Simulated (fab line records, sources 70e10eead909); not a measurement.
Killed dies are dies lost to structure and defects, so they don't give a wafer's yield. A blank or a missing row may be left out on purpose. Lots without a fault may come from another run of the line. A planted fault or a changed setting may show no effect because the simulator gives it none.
fab line records | flow nand_harc
record lots=24 wafers=72 last_day=33
route steps=1302 shown A_CONTACT@1049
lots that met no fault: from a run of the same line without faults
start_h: hours from the record's first day to the start of the lot's first wafer shown | wait_h: hours since the lot's step before | " the same as in the row above | L1.1+2: a row that stands for several wafers | - no value, or no start given | * or withheld: withheld | < > ~ a bound
route shown NAME@n: a module of which the file shows steps, and the number in the route of the first | usual: mean/standard deviation of fault-free wafers | same: alike in all rows | chamber/n: place in a boat | sites: the reading at each site | _std_site: their standard deviation | _edge_site: outer sites' mean less inner sites' | radius_mm: how far each site lies from the wafer's centre | mask NAME#n: copy n | behind: the tool/chamber that last shaped the wafer | hold: why the lot was held/for how many hours/how that ended | device: the transistor (n, p or np) that didn't switch | end of line: the same wafers' tests at the end of the route | a step without rows: its recipe alone | killed: dies lost to structure and defects at the first sort, not the wafer's yield | map: a wafer's dies, x killed, . not, _ none there
set.NAME: the setting as run; set.NAME@STEP: as run at that earlier step | model.NAME: the simulator's own value behind a step, which no gauge read
steps of the route over a sample of lots; a table a step, a row a wafer
services: from which hour (start_h, from the record's first day; less than 0 if before it) a tool's chamber was out of use, for how many hours, and why
## steps
# step NHARC_A_CONTACT_ETCH_126
# recipe source_w=withheld pressure_mtorr=20 bias_v=3000 time_s=197 target_depth_a=19180 ar_flow_sccm=withheld c4f8_flow_sccm=withheld o2_flow_sccm=withheld chemistry=C4F8/O2/Ar
# columns lot.wafer tool chamber start_h wait_h rf_hours_counter_h
L074.1 har_cap_etch-03 1 507.10 0.1 42
L074.2 " 0 " " 42
L074.6 " 0 " " -
L075.1 har_cap_etch-02 1 508.80 0.1 86
L075.3 " 1 " " -
L075.6 " 1 " " -
L077.1 har_cap_etch-03 0 529.08 0.1 46
L077.5 " 0 " " -
L077.6 " 1 " " -
L076.2 har_cap_etch-01 1 529.82 0.1 4
L076.4 " 0 " " -
L076.3 " 1 " " -
L078.4 har_cap_etch-03 1 536.60 0.1 -
L078.6 " 1 " " -
L078.5 " 0 " " -
L079.2 har_cap_etch-03 1 545.45 0.2 50
L079.5 " 0 " " -
L079.6 " 1 " " -
L080.1 har_cap_etch-03 1 562.86 0.1 53
L080.4 " 0 " " -
L080.6 " 1 " " -
L081.1 har_cap_etch-02 0 564.26 0.1 97
L081.3 " 0 " " -
L081.6 " 0 " " -
L082.2 har_cap_etch-01 1 580.58 0.1 13
L082.1 " 0 " " 13
L082.4 " 0 " " -
L083.1 har_cap_etch-01 1 592.61 0.1 15
L083.5 " 0 " " -
L083.6 " 1 " " -
L084.2 har_cap_etch-03 1 609.67 0.1 60
L084.3 " 1 " " -
L084.5 " 0 " " -
L085.2 har_cap_etch-01 0 614.89 0.1 19
L085.4 " 0 " " -
L085.5 " 0 " " -
L086.1 har_cap_etch-02 0 615.35 0.1 105
L086.2 " 1 " " 105
L086.3 " 1 " " -
L087.4 har_cap_etch-01 1 631.45 0.1 -
L087.5 " 0 " " -
L087.6 " 1 " " -
L089.3 har_cap_etch-02 0 643.34 0.1 -
L089.5 " 0 " " -
L089.6 " 1 " " -
L088.1 har_cap_etch-01 0 655.60 0.2 26
L088.4 " 0 " " -
L088.3 " 1 " " -
L091.1 har_cap_etch-03 1 664.02 0.1 69
L091.2 " 0 " " 69
L091.5 " 1 " " -
L090.1 har_cap_etch-02 1 676.73 0.1 116
L090.3 " 1 " " -
L090.5 " 0 " " -
L092.1 har_cap_etch-02 0 691.89 0.1 118
L092.2 " 1 " " 118
L092.4 " 0 " " -
L095.1 har_cap_etch-02 0 700.13 0.1 120
L095.2 " 1 " " 120
L095.5 " 1 " " -
L094.1 har_cap_etch-03 0 705.54 0.1 79
L094.4 " 0 " " -
L094.6 " 0 " " -
L093.1 har_cap_etch-02 0 706.18 0.1 121
L093.5 " 0 " " -
L093.6 " 1 " " -
L096.1 har_cap_etch-03 1 712.72 0.1 80
L096.3 " 0 " " -
L096.6 " 1 " " -
L097.2 har_cap_etch-03 1 732.06 0.1 84
L097.1 " 0 " " 84
L097.4 " 0 " " -
# step NHARC_A_CONTACT_ETCH_91
# recipe target_depth_a=400 over_etch_frac=0.5 time_s=85.7 ion_energy_ev=120 ch3f_flow_sccm=50 o2_flow_sccm=30 ar_flow_sccm=200 rf_w=500 bias_w=100 chemistry=CH3F/O2
# usual ch3f_flow_sccm=49.99/0.14 drypump_motor_current_A=6.0/0.35 mfc_ar_sccm=200.0/0.61 oes_product_au=0.939/0.028 rf_vpp_V=244.1/2 showerhead_plenum_p_Torr=2.45/0.13 throttle_valve_pct=20.663/0.0088
# same over_etch_frac=0.5
# columns lot.wafer tool chamber start_h wait_h ch3f_flow_sccm drypump_motor_current_A mfc_ar_sccm oes_product_au rf_hours_counter_h rf_vpp_V showerhead_plenum_p_Torr throttle_valve_pct
L074.2 rie_diel-10 2 509.12 0.6 49.92 5.8 199.9 0.977 27 244.7 2.58 20.682
L074.1 " 1 " " 49.84 6.4 200.2 0.995 28 244.6 2.50 20.663
L074.6 " 2 " " 50.16 5.8 199.8 0.996 - 245.9 2.58 20.681
L075.1 rie_diel-03 2 510.80 0.6 49.86 6.0 201.0 0.930 9 240.7 2.30 20.651
L075.3 " 1 " " 49.99 6.4 200.0 0.936 7 248.2 2.59 20.668
L075.6 " 2 " " 49.90 5.9 200.3 0.919 - 242.3 2.30 20.666
L077.1 rie_diel-03 1 531.12 0.7 49.86 6.4 199.4 0.921 10 245.3 2.59 20.662
L077.6 " 0 " " 50.01 5.7 200.1 0.926 - 241.9 2.31 20.670
L077.5 " 1 " " 49.86 6.3 199.3 0.918 - 245.8 2.59 20.662
L076.3 rie_diel-03 0 531.83 0.5 50.41 5.7 200.6 0.918 13 241.8 2.31 20.668
L076.2 " 1 " " 50.23 6.4 200.7 0.925 10 245.0 2.59 20.681
L076.4 " 3 " " 49.98 6.1 200.1 0.920 14 246.2 2.58 20.678
L078.4 rie_diel-03 1 538.82 0.6 49.95 6.3 200.8 0.933 11 246.0 2.59 20.661
L078.5 " 1 " " 49.97 6.4 199.8 0.928 - 246.9 2.59 20.659
L078.6 " 2 " " 50.04 5.9 200.8 0.927 - 242.5 2.29 20.668
L079.2 rie_diel-03 0 548.03 0.8 49.83 5.7 200.2 0.926 16 241.9 2.31 20.660
L079.5 " 1 " " 50.12 6.3 200.2 0.930 - 247.1 2.59 20.655
L079.6 " 2 " " 50.09 6.0 200.0 0.927 - 242.1 2.29 20.661
L080.1 rie_diel-03 2 564.88 0.7 50.14 6.0 200.3 0.919 20 240.6 2.29 20.656
L080.4 " 3 " " 49.86 6.1 198.8 0.940 21 245.4 2.58 20.662
L080.6 " 0 " " 50.07 5.7 200.4 0.926 - 241.8 2.30 20.667
L081.1 rie_diel-03 2 566.27 0.7 49.99 6.0 200.4 0.921 20 240.6 2.29 20.661
L081.3 " 0 " " 50.05 5.7 200.5 0.913 20 242.5 2.30 20.650
L081.6 " 2 " " 50.09 6.0 199.0 0.909 - 243.1 2.29 20.664
L082.2 rie_diel-03 1 582.60 0.7 49.96 6.3 200.0 0.927 20 245.4 2.59 20.661
L082.4 " 3 " " 50.06 6.2 199.1 0.931 24 246.9 2.58 20.657
L082.1 " 0 " " 50.14 5.7 199.5 0.924 23 242.4 2.30 20.666
L083.1 rie_diel-03 2 594.63 0.7 49.81 6.0 200.5 0.924 25 241.6 2.29 20.661
L083.6 " 0 " " 49.81 5.7 201.4 0.912 - 243.3 2.30 20.657
L083.5 " 1 " " 50.02 6.4 199.8 0.938 - 245.7 2.59 20.674
L084.3 rie_diel-03 0 611.71 0.6 50.14 5.7 200.4 0.917 28 241.0 2.30 20.661
L084.2 " 1 " " 50.09 6.3 199.5 0.928 24 246.9 2.59 20.662
L084.5 " 0 " " 49.89 5.7 200.1 0.915 - 241.7 2.30 20.665
L085.2 rie_diel-03 0 616.90 0.7 49.95 5.7 199.4 0.924 29 242.1 2.30 20.661
L085.4 " 2 " " 50.23 6.0 199.5 0.918 28 242.6 2.29 20.650
L085.5 " 0 " " 49.88 5.7 199.3 0.918 - 242.4 2.30 20.670
L086.2 rie_diel-10 0 617.37 0.6 50.04 5.0 201.1 0.933 4 243.6 2.46 20.650
L086.3 " 1 " " 50.12 6.4 199.2 0.929 3 244.7 2.49 20.663
L086.1 " 2 " " 49.93 5.8 199.5 0.929 3 244.4 2.57 20.648
L087.4 rie_diel-03 3 633.42 0.5 50.06 6.2 199.9 0.924 33 246.7 2.57 20.656
L087.6 " 0 " " 50.04 5.7 199.6 0.922 - 240.6 2.30 20.673
L087.5 " 1 " " 49.86 6.4 199.5 0.930 - 244.5 2.58 20.666
L089.3 rie_diel-10 1 645.30 0.6 50.08 6.4 200.6 0.931 14 244.6 2.49 20.662
L089.5 " 1 " " 50.40 6.4 200.3 0.933 - 244.9 2.49 20.655
L089.6 " 2 " " 49.98 5.8 200.2 0.919 - 246.7 2.56 20.655
L088.1 rie_diel-10 3 658.18 0.8 50.01 5.8 199.8 0.937 18 242.0 2.35 20.670
L088.3 " 1 " " 49.82 6.4 200.1 0.928 17 245.9 2.48 20.662
L088.4 " 3 " " 50.05 5.9 200.3 0.931 - 239.9 2.35 20.654
L091.1 rie_diel-03 3 666.07 0.7 50.14 6.2 200.4 0.917 3 245.5 2.57 20.666
L091.2 " 0 " " 49.83 5.7 199.6 0.920 3 241.6 2.30 20.679
L091.5 " 1 " " 50.13 6.4 199.7 0.928 - 246.6 2.58 20.654
L090.1 rie_diel-03 3 678.78 0.7 50.21 6.2 199.7 0.933 5 246.2 2.57 20.664
L090.3 " 0 " " 50.25 5.7 199.9 0.928 5 242.2 2.30 20.675
L090.5 " 2 " " 49.90 6.0 200.5 0.934 - 242.8 2.29 20.671
L092.1 rie_diel-01 0 693.92 0.7 50.06 5.5 200.8 0.923 44 244.7 2.46 20.686
L092.2 " 2 " " 50.13 5.5 199.3 0.925 40 244.1 2.44 20.669
L092.4 " 3 " " 50.17 5.8 201.4 0.916 42 245.4 2.46 20.671
L095.1 rie_diel-10 2 702.15 0.7 49.89 5.8 199.8 1.009 20 245.8 2.56 20.662
L095.2 " 0 " " 49.99 5.0 200.4 1.010 32 243.2 2.45 20.661
L095.5 " 3 " " 49.84 5.8 200.3 1.002 - 242.8 2.34 20.659
L094.1 rie_diel-03 2 707.56 0.7 50.02 6.0 200.5 0.994 10 242.8 2.28 20.662
L094.4 " 0 " " 50.06 5.7 200.1 0.994 10 240.9 2.30 20.675
L094.6 " 3 " " 50.02 6.2 199.4 0.992 - 247.0 2.57 20.670
L093.1 rie_diel-10 0 708.28 0.8 49.85 5.0 200.2 0.936 35 242.2 2.45 20.684
L093.5 " 0 " " 50.07 5.0 200.6 0.926 - 242.6 2.45 20.659
L093.6 " 1 " " 49.99 6.4 200.2 0.924 - 244.7 2.48 20.671
L096.3 rie_diel-03 3 714.74 0.5 49.90 6.1 200.0 0.922 8 244.7 2.57 20.666
L096.1 " 1 " " 50.18 6.3 199.7 0.935 12 246.5 2.58 20.669
L096.6 " 3 " " 49.88 6.1 199.8 0.926 - 246.2 2.57 20.661
L097.1 rie_diel-03 2 734.09 0.6 49.75 5.9 200.4 1.002 15 244.0 2.28 20.673
L097.2 " 3 " " 50.00 6.2 199.8 1.015 11 245.5 2.57 20.659
L097.4 " 1 " " 50.04 6.4 199.3 0.990 14 246.5 2.58 20.653
# step NHARC_A_CONTACT_CD_MEAS_80
# usual cd_nm=289.5/0.67
# columns lot.wafer tool chamber start_h wait_h cd_nm
L074.1 cd_sem-02 - 509.34 - 290.7
L074.2 " - " " 290.0
L074.6 " - " " 290.4
L075.1 cd_sem-03 - 511.02 - 289.3
L075.3 " - " " 288.6
L075.6 " - " " 289.7
L077.1 cd_sem-01 - 531.32 - 288.7
L077.5 " - " " 289.0
L077.6 " - " " 288.7
L076.2 cd_sem-01 - 532.77 - 290.0
L076.3 " - " " 290.1
L076.4 " - " " 290.1
L078.4 cd_sem-03 - 539.05 - 289.3
L078.5 " - " " 289.5
L078.6 " - " " 289.7
L079.2 cd_sem-02 - 548.21 - 289.7
L079.5 " - " " 289.9
L079.6 " - " " 290.1
L080.1 cd_sem-03 - 565.54 - 288.7
L080.4 " - " " 289.1
L080.6 " - " " 289.1
L081.1 cd_sem-02 - 566.47 - 289.5
L081.3 " - " " 289.4
L081.6 " - " " 289.6
L082.1 cd_sem-02 - 582.82 - 288.6
L082.2 " - " " 288.8
L082.4 " - " " 289.2
L083.1 cd_sem-03 - 594.82 - 289.8
L083.5 " - " " 289.8
L083.6 " - " " 289.6
L084.2 cd_sem-02 - 611.92 - 289.5
L084.3 " - " " 290.1
L084.5 " - " " 289.7
L085.2 cd_sem-03 - 617.11 - 288.8
L085.4 " - " " 289.3
L085.5 " - " " 289.2
L086.1 cd_sem-03 - 617.59 - 289.5
L086.2 " - " " 289.4
L086.3 " - " " 289.7
L087.4 cd_sem-03 - 633.60 - 290.2
L087.5 " - " " 290.4
L087.6 " - " " 290.2
L089.3 cd_sem-01 - 645.53 - 289.3
L089.5 " - " " 289.6
L089.6 " - " " 288.9
L088.1 cd_sem-01 - 658.43 - 289.9
L088.3 " - " " 289.8
L088.4 " - " " 289.8
L091.1 cd_sem-03 - 666.26 - 288.3
L091.2 " - " " 288.6
L091.5 " - " " 288.3
L090.1 cd_sem-03 - 678.98 - 289.1
L090.3 " - " " 288.9
L090.5 " - " " 288.7
L092.1 cd_sem-01 - 694.14 - 290.1
L092.2 " - " " 290.9
L092.4 " - " " 289.7
L095.1 cd_sem-02 - 702.37 - 289.0
L095.2 " - " " 288.6
L095.5 " - " " 288.7
L094.1 cd_sem-03 - 707.78 - 289.0
L094.4 " - " " 289.5
L094.6 " - " " 289.4
L093.1 cd_sem-03 - 708.49 - 289.8
L093.5 " - " " 290.2
L093.6 " - " " 289.9
L096.1 cd_sem-01 - 714.95 - 289.5
L096.3 " - " " 289.5
L096.6 " - " " 289.1
L097.1 cd_sem-03 - 734.31 - 290.7
L097.2 " - " " 291.4
L097.4 " - " " 290.9
# step NHARC_A_CONTACT_INSPECT_10
# usual raw_defect_count=82/38
# columns lot.wafer tool chamber start_h wait_h raw_defect_count
L074.1 defect_inspect-01 - 516.11 0.0 22
L074.2 " - " " 16
L074.6 " - " " 21
L075.1 defect_inspect-01 - 517.36 0.0 132
L075.3 " - " " 165
L075.6 " - " " 144
L077.1 defect_inspect-02 - 535.62 0.0 111
L077.5 " - " " 115
L077.6 " - " " 110
L076.2 defect_inspect-01 - 536.37 0.0 77
L076.3 " - " " 75
L076.4 " - " " 72
L078.4 defect_inspect-02 - 542.57 0.0 69
L078.5 " - " " 72
L078.6 " - " " 64
L079.2 defect_inspect-01 - 552.00 0.0 125
L079.5 " - " " 137
L079.6 " - " " 133
L080.1 defect_inspect-02 - 571.68 0.0 55
L080.4 " - " " 61
L080.6 " - " " 74
L081.1 defect_inspect-02 - 572.93 0.0 89
L081.3 " - " " 61
L081.6 " - " " 75
L082.1 defect_inspect-01 - 587.03 0.0 28
L082.2 " - " " 36
L082.4 " - " " 22
L083.1 defect_inspect-02 - 598.46 0.0 140
L083.5 " - " " 119
L083.6 " - " " 138
L084.2 defect_inspect-02 - 622.06 0.0 75
L084.3 " - " " 57
L084.5 " - " " 63
L085.2 defect_inspect-02 - 623.78 0.0 101
L085.4 " - " " 120
L085.5 " - " " 120
L086.1 defect_inspect-02 - 625.59 0.0 36
L086.2 " - " " 38
L086.3 " - " " 47
L087.4 defect_inspect-02 - 637.04 0.0 78
L087.5 " - " " 81
L087.6 " - " " 68
L089.3 defect_inspect-02 - 655.08 0.0 70
L089.5 " - " " 103
L089.6 " - " " 96
L088.1 defect_inspect-01 - 663.95 0.0 153
L088.3 " - " " 144
L088.4 " - " " 159
L091.1 defect_inspect-02 - 669.68 0.0 71
L091.2 " - " " 72
L091.5 " - " " 83
L090.1 defect_inspect-01 - 688.95 0.1 99
L090.3 " - " " 117
L090.5 " - " " 121
L092.1 defect_inspect-02 - 698.54 0.0 65
L092.2 " - " " 66
L092.4 " - " " 71
L095.1 defect_inspect-02 - 707.32 0.0 40
L095.2 " - " " 42
L095.5 " - " " 35
L094.1 defect_inspect-01 - 711.51 0.0 99
L094.4 " - " " 114
L094.6 " - " " 93
L093.1 defect_inspect-01 - 712.25 0.0 78
L093.5 " - " " 95
L093.6 " - " " 72
L096.1 defect_inspect-01 - 719.68 0.0 72
L096.3 " - " " 85
L096.6 " - " " 79
L097.1 defect_inspect-02 - 742.22 0.0 27
L097.2 " - " " 30
L097.4 " - " " 25
# step NHARC_A_CONTACT_ETCH_98
# recipe target_depth_a=200 over_etch_frac=0.5 time_s=10 ion_energy_ev=250 c4f6_flow_sccm=25 o2_flow_sccm=20 ar_flow_sccm=500 rf_w=600 bias_w=500 chemistry=C4F6/O2
# usual c4f6_flow_sccm=25.01/0.076 drypump_motor_current_A=6.03/0.27 mfc_ar_sccm=500.0/1.4 oes_product_au=0.957/0.021 rf_vpp_V=547/4.4 showerhead_plenum_p_Torr=3.90/0.21 throttle_valve_pct=26.904/0.0088
# same over_etch_frac=0.5
# columns lot.wafer tool chamber start_h wait_h c4f6_flow_sccm drypump_motor_current_A mfc_ar_sccm oes_product_au rf_hours_counter_h rf_vpp_V showerhead_plenum_p_Torr throttle_valve_pct
L074.2 rie_diel-03 3 - - 25.01 6.16 499.2 0.930 10 551 4.11 26.897
L074.1 " 0 " " 24.99 5.75 500.6 0.949 11 541 3.70 26.891
L074.6 " 3 " " 24.98 6.14 501.9 0.936 - 550 4.11 26.900
L075.1 rie_diel-03 2 - - 24.97 6.00 499.4 0.941 10 542 3.68 26.899
L075.3 " 3 " " 25.10 6.18 498.9 0.943 11 551 4.11 26.908
L075.6 " 2 " " 25.04 6.00 496.8 0.939 - 541 3.68 26.918
L077.1 rie_diel-03 0 - - 24.93 5.73 500.7 0.996 15 542 3.70 26.922
L077.6 " 0 " " 25.02 5.73 499.8 0.993 - 542 3.69 26.902
L077.5 " 1 " " 25.07 6.37 499.5 0.996 - 551 4.12 26.888
L076.4 rie_diel-01 0 - - 25.16 5.42 500.9 0.957 46 549 3.96 26.904
L076.2 " 1 " " 24.94 6.12 500.3 0.956 49 552 4.13 26.908
L076.3 " 3 " " 24.96 5.89 501.0 0.961 48 549 3.96 26.898
L078.4 rie_diel-03 1 - - 25.05 6.34 501.3 0.953 13 551 4.12 26.904
L078.6 " 1 " " 25.07 6.35 500.3 0.945 - 550 4.12 26.907
L078.5 " 2 " " 25.06 6.00 499.7 0.945 - 542 3.68 26.905
L079.2 rie_diel-03 0 - - 25.00 5.71 498.7 0.942 18 543 3.69 26.881
L079.5 " 3 " " 25.03 6.19 499.6 0.938 - 549 4.10 26.908
L079.6 " 0 " " 25.04 5.73 499.8 0.946 - 543 3.69 26.903
L080.1 rie_diel-03 0 - - 24.91 5.74 498.0 0.927 22 542 3.69 26.887
L080.4 " 1 " " 25.12 6.35 498.1 0.949 19 552 4.12 26.896
L080.6 " 0 " " 25.09 5.73 497.7 0.931 - 543 3.69 26.908
L081.1 rie_diel-03 1 - - 25.06 6.31 501.7 0.954 19 550 4.12 26.909
L081.3 " 3 " " 24.94 6.17 498.8 0.935 23 550 4.10 26.909
L081.6 " 2 " " 24.86 5.98 500.5 0.938 - 542 3.67 26.913
L082.2 rie_diel-03 0 - - 24.96 5.71 500.1 0.930 23 542 3.69 26.903
L082.1 " 1 " " 24.94 6.34 502.5 0.950 21 550 4.12 26.913
L082.4 " 3 " " 25.03 6.20 500.6 0.938 25 551 4.10 26.893
L083.1 rie_diel-03 3 - - 25.04 6.15 496.2 0.985 27 551 4.10 26.898
L083.5 " 1 " " 25.11 6.34 500.3 0.983 - 551 4.12 26.911
L083.6 " 2 " " 24.98 5.98 502.1 0.973 - 541 3.67 26.915
L084.3 rie_diel-03 1 - - 24.89 6.32 500.9 0.967 27 551 4.11 26.901
L084.2 " 3 " " 25.01 6.18 497.4 0.953 30 551 4.10 26.901
L084.5 " 1 " " 24.99 6.35 499.3 0.967 - 550 4.11 26.904
L085.4 rie_diel-03 1 - - 24.92 6.36 499.2 1.012 28 551 4.11 26.891
L085.2 " 2 " " 24.94 5.98 500.4 0.998 31 541 3.67 26.926
L085.5 " 1 " " 25.05 6.36 499.9 1.001 - 551 4.11 26.905
L086.2 rie_diel-03 2 - - 25.10 5.95 501.6 0.925 31 542 3.67 26.909
L086.3 " 0 " " 25.09 5.73 501.4 0.939 31 542 3.69 26.908
L086.1 " 1 " " 25.02 6.38 497.8 0.935 28 551 4.11 26.904
L087.4 rie_diel-10 2 - - 24.94 5.83 501.9 0.978 10 550 4.08 26.899
L087.5 " 2 " " 24.91 5.84 500.5 0.967 - 551 4.08 26.904
L087.6 " 3 " " 25.04 5.84 497.8 0.976 - 543 3.76 26.889
L089.3 rie_diel-03 0 - - 25.08 5.73 499.9 0.999 1 541 3.68 26.906
L089.5 " 3 " " 24.98 6.19 501.0 1.004 - 549 4.09 26.894
L089.6 " 0 " " 24.95 5.71 500.0 1.008 - 542 3.68 26.907
L088.1 rie_diel-03 2 - - 24.98 6.01 501.9 0.942 3 542 3.66 26.908
L088.3 " 0 " " 25.05 5.76 500.4 0.953 3 542 3.68 26.891
L088.4 " 1 " " 24.90 6.33 499.1 0.932 3 549 4.11 26.902
L091.2 rie_diel-03 3 - - 25.07 6.19 499.3 0.947 4 552 4.09 26.902
L091.1 " 2 " " 25.03 5.99 499.4 0.957 4 541 3.66 26.894
L091.5 " 3 " " 25.00 6.18 500.0 0.949 - 552 4.09 26.905
L090.1 rie_diel-10 3 - - 25.07 5.89 499.7 0.957 26 544 3.75 26.905
L090.3 " 0 " " 24.97 5.00 500.7 0.949 29 546 3.91 26.902
L090.5 " 2 " " 25.00 5.86 500.3 0.956 - 551 4.08 26.898
L092.1 rie_diel-03 3 - - 25.01 6.22 499.3 0.933 6 551 4.09 26.899
L092.2 " 1 " " 25.06 6.33 500.2 0.957 10 552 4.10 26.907
L092.4 " 2 " " 24.93 5.98 499.8 0.937 10 542 3.66 26.899
L095.2 rie_diel-03 2 - - 25.11 5.93 500.0 0.942 10 540 3.66 26.912
L095.1 " 3 " " 25.12 6.18 499.5 0.939 7 551 4.09 26.921
L095.5 " 1 " " 25.04 6.37 501.2 0.956 - 554 4.10 26.921
L093.1 rie_diel-03 2 - - 25.06 6.01 498.9 0.969 12 542 3.66 26.890
L093.6 " 2 " " 24.97 6.02 499.8 0.967 - 540 3.66 26.903
L093.5 " 3 " " 25.07 6.19 502.5 0.964 - 551 4.09 26.903
L094.4 rie_diel-03 3 - - 24.93 6.14 500.1 0.960 9 548 4.09 26.906
L094.1 " 1 " " 24.97 6.38 501.9 0.962 12 551 4.10 26.908
L094.6 " 3 " " 24.99 6.17 499.8 0.961 - 552 4.09 26.903
L096.3 rie_diel-03 3 - - 24.97 6.18 498.3 0.929 10 550 4.09 26.905
L096.1 " 0 " " 25.14 5.75 500.0 0.938 13 543 3.68 26.897
L096.6 " 0 " " 25.16 5.72 501.6 0.938 - 542 3.68 26.908
L097.1 rie_diel-03 1 - - 24.95 6.38 500.5 0.944 14 550 4.10 26.911
L097.4 " 2 " " 24.99 5.95 499.7 0.946 15 541 3.66 26.911
L097.2 " 3 " " 24.95 6.21 499.7 0.940 12 551 4.09 26.900
# step NHARC_A_CONTACT_CD_MEAS_15
# usual cd_nm=190.2/0.57
# columns lot.wafer tool chamber start_h wait_h cd_nm
L074.1 cd_sem-03 - 519.35 - 190.8
L074.2 " - " " 190.5
L074.6 " - " " 190.6
L075.1 cd_sem-02 - 520.61 - 190.3
L075.3 " - " " 190.0
L075.6 " - " " 190.0
L077.1 cd_sem-02 - 538.99 - 189.3
L077.5 " - " " 189.8
L077.6 " - " " 189.5
L076.2 cd_sem-01 - 539.74 - 189.9
L076.3 " - " " 190.4
L076.4 " - " " 190.4
L078.4 cd_sem-02 - 545.83 - 190.3
L078.5 " - " " 190.7
L078.6 " - " " 190.5
L079.2 cd_sem-01 - 555.24 - 190.4
L079.5 " - " " 189.7
L079.6 " - " " 189.6
L080.1 cd_sem-01 - 574.92 - 190.2
L080.4 " - " " 190.5
L080.6 " - " " 190.3
L081.1 cd_sem-03 - 576.17 - 191.2
L081.3 " - " " 190.9
L081.6 " - " " 190.9
L082.1 cd_sem-02 - 590.27 - 189.9
L082.2 " - " " 190.5
L082.4 " - " " 190.3
L083.1 cd_sem-02 - 601.71 - 190.2
L083.5 " - " " 190.5
L083.6 " - " " 190.2
L084.2 cd_sem-01 - 625.32 - 189.1
L084.3 " - " " 189.9
L084.5 " - " " 189.7
L085.2 cd_sem-03 - 627.17 - 190.1
L085.4 " - " " 189.7
L085.5 " - " " 190.3
L086.1 cd_sem-01 - 628.85 - 190.5
L086.2 " - " " 190.4
L086.3 " - " " 190.6
L087.4 cd_sem-03 - 640.46 - 190.5
L087.5 " - " " 190.1
L087.6 " - " " 190.3
L089.3 cd_sem-03 - 658.33 - 191.0
L089.5 " - " " 190.5
L089.6 " - " " 190.7
L088.1 cd_sem-02 - 667.19 - 190.2
L088.3 " - " " 190.7
L088.4 " - " " 190.8
L091.1 cd_sem-03 - 673.36 - 190.9
L091.2 " - " " 191.2
L091.5 " - " " 190.5
L090.1 cd_sem-01 - 692.19 - 189.2
L090.3 " - " " 189.1
L090.5 " - " " 189.3
L092.1 cd_sem-02 - 701.83 - 189.4
L092.2 " - " " 190.0
L092.4 " - " " 190.0
L095.1 cd_sem-02 - 710.57 - 189.1
L095.2 " - " " 189.8
L095.5 " - " " 189.3
L093.1 cd_sem-02 - 715.62 - 190.7
L093.5 " - " " 190.0
L093.6 " - " " 190.5
L094.1 cd_sem-01 - 715.67 - 190.5
L094.4 " - " " 190.6
L094.6 " - " " 191.0
L096.1 cd_sem-03 - 724.02 - 190.8
L096.3 " - " " 190.6
L096.6 " - " " 190.0
L097.1 cd_sem-01 - 745.72 - 189.7
L097.2 " - " " 189.5
L097.4 " - " " 189.3
## services
# columns tool chamber start_h hours kind
rie_diel-03 0 491.86 - clean
rie_diel-03 1 491.86 - clean
rie_diel-03 2 491.86 - clean
rie_diel-03 3 491.86 - clean
rie_diel-03 1 493.69 3.4 repair
har_cap_etch-02 - 496.86 0.3 repair
har_cap_etch-01 - 497.00 17.0 pm
rie_diel-03 0 516.46 - clean
rie_diel-03 1 516.46 - clean
rie_diel-03 2 516.46 - clean
rie_diel-03 3 516.46 - clean
rie_diel-03 0 540.96 - clean
rie_diel-01 - 558.64 9.0 pm
rie_diel-10 - 596.66 9.0 pm
rie_diel-03 - 598.97 1.0 repair
rie_diel-03 - 635.36 9.0 pm
rie_diel-03 - 654.68 0.5 repair
rie_diel-10 2 656.88 17.1 repair
rie_diel-01 3 663.68 8.8 repair
rie_diel-10 - 709.26 1.2 repair
rie_diel-10 0 714.82 4.4 repair
rie_diel-01 3 728.08 4.5 repair
rie_diel-03 0 734.99 9.8 repair
rie_diel-01 - 735.64 9.0 pm
## key
fault none
